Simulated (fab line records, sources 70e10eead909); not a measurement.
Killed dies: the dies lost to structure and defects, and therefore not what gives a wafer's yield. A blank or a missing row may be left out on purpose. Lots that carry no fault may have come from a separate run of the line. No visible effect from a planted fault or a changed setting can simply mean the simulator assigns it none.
Matching of chambers | flow nand-harc | ald-hk-04 running NHARC_A_CHANNEL_FILL_D1_ALD_25: 4 sister chambers
The step deposits SiOx, target thk 60 nm, pulse time 10 s, ald cycles 600. 8 wafers are shown with their chamber, then 7 later ones without.

== WAFERS PAIRED WITH THEIR CHAMBERS ==
wafer  | chamber | heater-power-w (W) | precursor-pulse-height-rel
L075.6 | 2       | 498                | 1.042
L084.4 | 3       | 447                | 1.006
L084.2 | 2       | 499                | 1.044
L084.3 | 1       | 508                | 0.955
L084.5 | 3       | 427                | 1.004
L084.6 | 0       | 484                | 1.008
L087.1 | 1       | 500                | 1.009
L087.2 | 0       | 478                | 0.984

== WAFERS WHOSE CHAMBER IS MISSING ==
wafer  | heater-power-w (W) | precursor-pulse-height-rel
L087.3 | 426                | 0.994
L087.4 | 493                | 1.010
L087.6 | 505                | 1.020
L087.5 | 505                | 1.022
L092.1 | 487                | 0.985
L092.2 | 471                | 1.019
L092.3 | 496                | 1.011

== WHICH CHAMBER EACH ONE RAN IN ==
wafer  | from the rows above          | in truth
L087.3 | 3                            | 3
L087.4 | can't be placed: 0 or 2 or 1 | 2
L087.6 | can't be placed: 2 or 1 or 0 | 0
L087.5 | can't be placed: 2 or 1 or 0 | 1
L092.1 | can't be placed: 0 or 1      | 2
L092.2 | can't be placed: 0 or 2      | 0
L092.3 | can't be placed: 2 or 1 or 0 | 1
Correct placement for 1 of the 7. Can't be placed from these rows: 6 (the true chamber is among the candidates in 5). Placed wrongly: 0.
How it was worked out, from the rows above alone: a wafer's distance from a chamber is the root of the sum, over the readings, of the square of ((its reading less the chamber's mean) divided by the reading's scatter). The wafer belongs to the nearest chamber; if the next one is less than 2 further off, it can't be placed. For every chamber, the mean is computed from those of its wafers that are shown. The scatter is the square root of a quotient: the sum, over the shown wafers, of each reading's squared deviation from its chamber's mean, divided by wafers minus chambers.
